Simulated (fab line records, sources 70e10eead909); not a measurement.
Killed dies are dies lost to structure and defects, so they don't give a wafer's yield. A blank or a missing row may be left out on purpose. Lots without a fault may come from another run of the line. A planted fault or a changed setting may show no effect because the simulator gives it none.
Chamber matching | flow nand_harc | NHARC_A_M1_STRIP_18 on rie_diel-06: 4 sister chambers
The step strips in N2/H2. 14 wafers are shown with their chamber, then 7 later ones without.

WAFERS WITH THEIR CHAMBER
wafer  | chamber | drypump_motor_current_A (A) | rf_vpp_V (V) | chamber_pressure_mTorr (mTorr)
L075.1 | 1       | 6.2                         | 89.9         | 29.967
L075.3 | 3       | 6.5                         | 90.3         | 29.934
L075.5 | 0       | 6.5                         | 90.2         | 29.999
L085.3 | 1       | 6.2                         | 90.6         | 30.022
L085.4 | 2       | 5.2                         | 92.1         | 29.975
L085.6 | 1       | 6.2                         | 88.6         | 30.009
L082.1 | 2       | 5.1                         | 92.3         | 30.025
L082.4 | 1       | 6.2                         | 90.6         | 29.973
L082.6 | 2       | 5.2                         | 92.6         | 30.034
L087.1 | 2       | 5.2                         | 91.9         | 30.021
L087.2 | 1       | 6.2                         | 91.2         | 30.008
L087.3 | 0       | 6.5                         | 89.7         | 29.968
L086.2 | 2       | 5.2                         | 91.3         | 30.029
L086.4 | 1       | 6.2                         | 90.3         | 30.004

SIGNATURES (means of the wafers above)
reading                 | chamber 0 | chamber 1 | chamber 2 | chamber 3 | scatter within a chamber
drypump_motor_current_A | 6.500     | 6.200     | 5.180     | 6.500     | 0.0283
rf_vpp_V                | 89.950    | 90.200    | 92.040    | 90.300    | 0.711
chamber_pressure_mTorr  | 29.98350  | 29.99717  | 30.01680  | 29.93400  | 0.0227
Rule: a wafer's distance from a chamber is the root of the sum, over the readings, of the square of ((its reading less the chamber's mean) divided by the reading's scatter). The wafer belongs to the nearest chamber; if the next one is less than 2 further off, it can't be placed. The scatter: the root of (the sum of the squares of (reading less its chamber's mean) over the shown wafers, divided by (wafers less chambers)).

WAFERS WITHOUT THEIR CHAMBER
wafer  | drypump_motor_current_A (A) | rf_vpp_V (V) | chamber_pressure_mTorr (mTorr)
L086.5 | 6.5                         | 92.1         | 30.031
L091.1 | 6.5                         | 91.9         | 30.012
L091.2 | 5.2                         | 92.3         | 29.986
L091.5 | 6.5                         | 91.3         | 29.946
L094.3 | 6.5                         | 91.4         | 30.007
L094.4 | 6.5                         | 90.6         | 29.990
L094.5 | 6.5                         | 90.1         | 29.967

WHICH CHAMBER EACH WENT THROUGH
wafer  | from the rows above     | in truth
L086.5 | can't be placed: 0 or 3 | 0
L091.1 | can't be placed: 0 or 3 | 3
L091.2 | 2                       | 2
L091.5 | can't be placed: 3 or 0 | 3
L094.3 | can't be placed: 0 or 3 | 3
L094.4 | can't be placed: 0 or 3 | 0
L094.5 | can't be placed: 0 or 3 | 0
Placed correctly: 1 of 7. Can't be placed from these rows: 6 (the true chamber is among the candidates in 6). Placed wrongly: 0.
